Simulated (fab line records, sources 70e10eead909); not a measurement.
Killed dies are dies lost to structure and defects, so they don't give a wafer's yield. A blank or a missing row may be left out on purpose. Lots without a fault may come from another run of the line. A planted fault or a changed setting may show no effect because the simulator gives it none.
Which tool did it? | flow nand_harc | 10 lots, 30 wafers sampled, at 4 steps of a route of 1302

WHAT THE GAUGES READ, wafer by wafer
NHARC_A_CONTACT_CD_MEAS_08: target cd 200 nm.
lot  | measured     | on        | cd_nm (nm)
L545 | day 22 21:50 | cd_sem-03 | 201.0 200.6 200.5
L544 | day 23 01:39 | cd_sem-03 | 199.6 198.8 199.8
L550 | day 23 19:44 | cd_sem-01 | 199.5 200.9 199.7
L549 | day 24 02:00 | cd_sem-03 | 201.4 199.7 200.7
L554 | day 25 15:58 | cd_sem-03 | 199.8 199.2 199.0
L560 | day 29 04:15 | cd_sem-02 | 188.8 187.7 189.0 188.1 187.9 189.0
L562 | day 29 06:11 | cd_sem-03 | 190.6 190.9 189.7 189.9 190.8 189.8
L564 | day 29 18:13 | cd_sem-03 | 199.4 199.0 199.4
L567 | day 31 06:16 | cd_sem-02 | 199.5 199.0 199.1
L565 | day 32 02:26 | cd_sem-01 | 200.3 200.2 201.0

WHICH TOOL RAN EACH LOT (tool, then ch and the chambers of the sampled wafers, then the start)
lot  | NHARC_A_CONTACT_ETCH_127             | NHARC_A_CONTACT_STRIP_82                      | NHARC_A_CONTACT_EXPOSE_05
L545 | har_cap_etch-02 ch 0,1, day 22 12:37 | rie_diel-01 ch 0,1,2, day 22 21:42 or earlier | arfi_scanner-03 ch 0, day 22 21:42
L544 | har_cap_etch-01 ch 0,1, day 22 19:07 | rie_diel-01 ch 1,2,3, day 23 01:31 or earlier | arfi_scanner-01 ch 0, day 23 01:31
L550 | har_cap_etch-01 ch 0,1, day 23 12:41 | rie_diel-01 ch 0,1,3, day 23 19:36 or earlier | arfi_scanner-03 ch 0, day 23 19:36
L549 | har_cap_etch-03 ch 0,1, day 23 20:28 | rie_diel-04 ch 1,2, day 24 01:52 or earlier   | arfi_scanner-01 ch 0, day 24 01:52
L554 | har_cap_etch-01 ch 0,1, day 25 10:29 | rie_diel-04 ch 1,3, day 25 15:50 or earlier   | arfi_scanner-01 ch 0, day 25 15:50
L560 | har_cap_etch-02 ch 0,1, day 28 15:04 | rie_diel-01 ch 0,1, day 29 04:07 or earlier   | arfi_scanner-02 ch 0, day 29 04:07
L562 | har_cap_etch-01 ch 0,1, day 28 19:03 | rie_diel-01 ch 0,1,3, day 29 06:02 or earlier | arfi_scanner-02 ch 0, day 29 06:02
L564 | har_cap_etch-01 ch 0,1, day 29 12:02 | rie_diel-04 ch 0,1,3, day 29 18:04 or earlier | arfi_scanner-01 ch 0, day 29 18:04
L567 | har_cap_etch-01 ch 0,1, day 30 23:51 | rie_diel-08 ch 0,2,3, day 31 06:08 or earlier | arfi_scanner-01 ch 0, day 31 06:08
L565 | har_cap_etch-01 ch 0,1, day 31 20:22 | rie_diel-08 ch 0,3, day 32 02:18 or earlier   | arfi_scanner-03 ch 0, day 32 02:18
- NHARC_A_CONTACT_ETCH_127: etches the open film in C4F8/O2/Ar, time 197 s, target depth 1918 nm.
- NHARC_A_CONTACT_STRIP_82: strips in O2.
- NHARC_A_CONTACT_EXPOSE_05: exposes mask A CC.

THE ANSWER, worked out from the rows above alone
Rule: what is usual is taken from the lots themselves. Put in order of their means at a reading, lots are off if they are a third of the lots or fewer, leave a main group of 4 or more, and stand apart from it by a gap of 3 or more times the standard deviation of the main group's means; of several such gaps the widest counts. A main group whose means are all the same, to the digits that the tables above print for the reading, isn't used. A lot without any number at a reading at which 4 lots or more have one is off too. The other lots that the step has rows for count as sound.
Off: L560, L562, at NHARC_A_CONTACT_CD_MEAS_08 (cd_nm). The main group: mean 199.9 nm, standard deviation 0.61.
A tool fits if, at a process step before that reading, it ran every lot that is off, and no sound lot after the first of them. The gauges at NHARC_A_CONTACT_CD_MEAS_08 are tried like those tools. NHARC_A_CONTACT_STRIP_82 gives no start for some lots, so the hours and the order of its lots are those of NHARC_A_CONTACT_EXPOSE_05. Can't be told from this: 2 tools fit, rie_diel-01 at NHARC_A_CONTACT_STRIP_82, arfi_scanner-02 at NHARC_A_CONTACT_EXPOSE_05.

WHAT THE SIMULATOR HAD PUT IN
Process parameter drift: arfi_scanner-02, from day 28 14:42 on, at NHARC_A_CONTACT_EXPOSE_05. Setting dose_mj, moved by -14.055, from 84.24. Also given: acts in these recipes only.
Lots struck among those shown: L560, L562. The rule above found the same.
